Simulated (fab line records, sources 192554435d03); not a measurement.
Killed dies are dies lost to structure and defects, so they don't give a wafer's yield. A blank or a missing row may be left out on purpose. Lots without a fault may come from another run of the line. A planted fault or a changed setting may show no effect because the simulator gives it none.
Chamber matching | flow n5_finfet | N5_FIN_SAQP_STRIP_55 on rie_diel-05: 4 sister chambers
The step strips in N2/H2. 14 wafers are shown with their chamber, then 7 later ones without.

WAFERS WITH THEIR CHAMBER
wafer  | chamber | showerhead_plenum_p_Torr (Torr) | throttle_valve_pct (%) | drypump_motor_current_A (A)
L075.2 | 3       | 3.24                            | 18.7                   | 4.9
L075.4 | 1       | 3.27                            | 19.0                   | 6.4
L075.6 | 3       | 3.24                            | 18.7                   | 4.9
L078.1 | 0       | 3.33                            | 18.7                   | 6.0
L078.2 | 2       | 3.41                            | 18.1                   | 5.2
L078.6 | 1       | 3.27                            | 19.0                   | 6.4
L081.2 | 2       | 3.41                            | 18.2                   | 5.2
L081.4 | 3       | 3.23                            | 18.7                   | 4.9
L081.6 | 1       | 3.27                            | 19.0                   | 6.5
L084.2 | 1       | 3.27                            | 19.0                   | 6.5
L084.3 | 3       | 3.23                            | 18.7                   | 4.9
L084.6 | 0       | 3.33                            | 18.7                   | 5.9
L085.1 | 2       | 3.40                            | 18.2                   | 5.2
L085.3 | 0       | 3.33                            | 18.7                   | 6.0

SIGNATURES (means of the wafers above)
reading                  | chamber 0 | chamber 1 | chamber 2 | chamber 3 | scatter within a chamber
showerhead_plenum_p_Torr | 3.3300    | 3.2700    | 3.4067    | 3.2350    | 0.00408
throttle_valve_pct       | 18.700    | 19.000    | 18.167    | 18.700    | 0.0258
drypump_motor_current_A  | 5.967     | 6.450     | 5.200     | 4.900     | 0.0408
Rule: a wafer's distance from a chamber is the root of the sum, over the readings, of the square of ((its reading less the chamber's mean) divided by the reading's scatter). The wafer belongs to the nearest chamber; if the next one is less than 2 further off, it can't be placed. The scatter: the root of (the sum of the squares of (reading less its chamber's mean) over the shown wafers, divided by (wafers less chambers)).

WAFERS WITHOUT THEIR CHAMBER
wafer  | showerhead_plenum_p_Torr (Torr) | throttle_valve_pct (%) | drypump_motor_current_A (A)
L085.6 | 3.33                            | 18.7                   | 5.9
L091.4 | 3.26                            | 19.1                   | 6.4
L091.5 | 3.22                            | 18.8                   | 4.9
L091.6 | 3.40                            | 18.2                   | 5.2
L092.2 | 3.40                            | 18.2                   | 5.2
L092.3 | 3.22                            | 18.8                   | 4.9
L092.5 | 3.22                            | 18.8                   | 4.9

WHICH CHAMBER EACH WENT THROUGH
wafer  | from the rows above | in truth
L085.6 | 0                   | 0
L091.4 | 1                   | 1
L091.5 | 3                   | 3
L091.6 | 2                   | 2
L092.2 | 2                   | 2
L092.3 | 3                   | 3
L092.5 | 3                   | 3
Placed correctly: 7 of 7. Can't be placed from these rows: 0. Placed wrongly: 0.
